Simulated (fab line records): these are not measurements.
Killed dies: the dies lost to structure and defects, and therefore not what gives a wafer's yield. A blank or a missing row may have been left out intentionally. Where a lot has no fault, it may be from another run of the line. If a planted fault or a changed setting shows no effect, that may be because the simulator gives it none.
Problem report, 8D (eight disciplines) form, completed by code -- flow n5 finfet -- the parts of the form that need people (team, actions taken, sign-off) are left out

1. THE PROBLEM
Wafers free of any fault read 21.95 ohm/sq (standard deviation 0.28) for RS_SD_N at N5_SD_ACTIVATION_RS_MEAS_03, against a mean of 25.28 ohm/sq on 9 wafers of 3 lots. That is +12 standard deviations from the usual mean.
The step: measures by four-point-probe.
Earliest sighting: wafer L672.1 on film metro-01 at day 5 02:54. The record holds 26 wafers of 9 lots with a number at this step. Rule for "out" (also "out of limits"): further than 4 standard deviations from the usual mean. All remaining wafers that have a number are taken as sound.

2. WHAT THIS IS AND IS NOT
question,is,is not
which readings at this step,RS_SD_N,RS_SD_P
which lots,"L672, L674, L676","L666, L668, L675, L683, L686, L688"
which wafers of those lots,all that have a number,-
read on which gauges,"film metro-01, film metro-02",-
when,from day 5 02:54,"up to then (6 sound wafers); but 11 sound wafers of L675, L683, L686, L688 came after"

3. WHAT RULES OUT EACH SUSPECT
Counting: a tool at any process step up to the reading remains a suspect when it ran all the lots that are out and ran no sound lot after the first of those.
- the gauge at N5_SD_ACTIVATION_RS_MEAS_03 is ruled out. The wafers that are out were read on 2 gauges (film metro-01, film metro-02).
- laser anneal-01 at N5_SD_ACTIVATION_LSA_01 (time 0.0008 s): ruled out as a lasting fault. The sound lots L686, L688 went through it after L672, its earliest lot that is out (day 5 02:42).
Left after counting: nothing in the record.

4. THE CAUSE (what the simulator had put in)
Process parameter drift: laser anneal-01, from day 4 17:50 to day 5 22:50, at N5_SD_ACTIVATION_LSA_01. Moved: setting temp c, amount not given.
The count ruled it out by mistake, since the rule takes a fault to strike every lot its tool runs from the start of the fault on, and this one did not do so.

5. THE CHAIN OF EFFECTS, in route order
Each row: a reading whose mean over the struck wafers that have a number lies more than 3 standard deviations from the usual. Only readings for which the record gives a usual standard deviation are gone through. hours: the time from each lot's start at the first step in this table that gives one to its start at this step, as a median over the lots. sigmas: the change in usual standard deviations.
hours,step,reading,usual,on struck wafers,change,sigmas
0,N5_SD_ACTIVATION_LSA_01,wafer_temp_C_max,1084.0,1054.6,-29.4,-35
0,N5_SD_ACTIVATION_RS_MEAS_03,RS_SD_N,21.95 ohm/sq,25.28,+3.33,+12
107,N5_BEOL_M4_RC_MEAS_101,RC_DENSE_N,19.1 ohm.um,21.8,+2.7,+6.1
107,N5_BEOL_M4_RC_MEAS_101,RC_N,15.6 ohm.um,17.7,+2.1,+5.9
107,N5_BEOL_M4_RC_MEAS_101,RS_SD_N,28.5 ohm/sq,32.2,+3.7,+9.2
The process steps in it:
- N5_SD_ACTIVATION_LSA_01: time 0.0008 s.

6. HOW IT WOULD HAVE BEEN CAUGHT EARLIER
Counted from the fault's start at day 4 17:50, it took 9 hours until the first out-of-limits reading at a measuring or inspecting step in this record, taken at day 5 02:54.
Tool's own readings at N5_SD_ACTIVATION_LSA_01, wafer_temp_C_max: out on all struck wafers the step has rows for; an alarm limit on them would have tripped on the first.
